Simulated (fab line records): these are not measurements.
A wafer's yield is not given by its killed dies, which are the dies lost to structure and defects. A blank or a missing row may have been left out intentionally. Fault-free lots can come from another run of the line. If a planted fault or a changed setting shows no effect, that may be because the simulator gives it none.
Which tool did it? :: flow n5Finfet :: 36 wafers sampled from 12 lots at 1 step of a route of 1938

== WHAT THE GAUGES READ, wafer by wafer ==
N5_BEOL_M10_CD_MEAS_11: the cd target is 64.1 nm.
lot: L075
measured: day 10 11:01
on: cdSem-02
cdNm (nm): 63.5 63.9 63.4

lot: L077
measured: day 10 19:31
on: cdSem-01
cdNm (nm): 62.8 63.6 63.7

lot: L079
measured: day 11 07:49
on: cdSem-01
cdNm (nm): 63.7 63.9 64.1

lot: L080
measured: day 11 22:01
on: cdSem-01
cdNm (nm): 64.1 64.0 65.1

lot: L082
measured: day 12 05:44
on: cdSem-01
cdNm (nm): 64.4 63.9 63.9

lot: L085
measured: day 13 01:18
on: cdSem-03
cdNm (nm): 63.9 64.8 64.3

lot: L086
measured: day 13 07:41
on: cdSem-02
cdNm (nm): 64.7 64.7 64.2

lot: L089
measured: day 14 00:40
on: cdSem-03
cdNm (nm): 64.3 64.6 63.5

lot: L090
measured: day 14 12:16
on: cdSem-03
cdNm (nm): 64.1 63.5 64.5

lot: L092
measured: day 15 00:11
on: cdSem-01
cdNm (nm): 65.1 64.0 64.6

lot: L094
measured: day 16 07:38
on: cdSem-03
cdNm (nm): 64.0 63.8 63.4

lot: L097
measured: day 17 01:10
on: cdSem-03
cdNm (nm): 63.0 64.0 63.1

== TOOL THAT RAN EACH LOT (tool first, then ch and the chambers of the sampled wafers, then the start) ==
Before these readings, the record contains no process step.

== THE ANSWER, worked out from the rows above alone ==
Rule: usual is defined by the lots themselves. The widest of any qualifying gaps counts: lots, ordered by their means at a reading, are off when they make up no more than a third of the lots, leave a main group of 4 or more, and stand apart from it by 3 or more times the standard deviation of that group's means. The tables above print the reading to a certain number of digits; a main group whose means all agree to those digits is not used. Also off: a lot with no number at a reading for which 4 or more lots have one. Where the step has rows for the other lots, those lots are counted as sound.
Nothing can be told from this: no lot is off at any reading shown.

== WHAT THE SIMULATOR PUT IN ==
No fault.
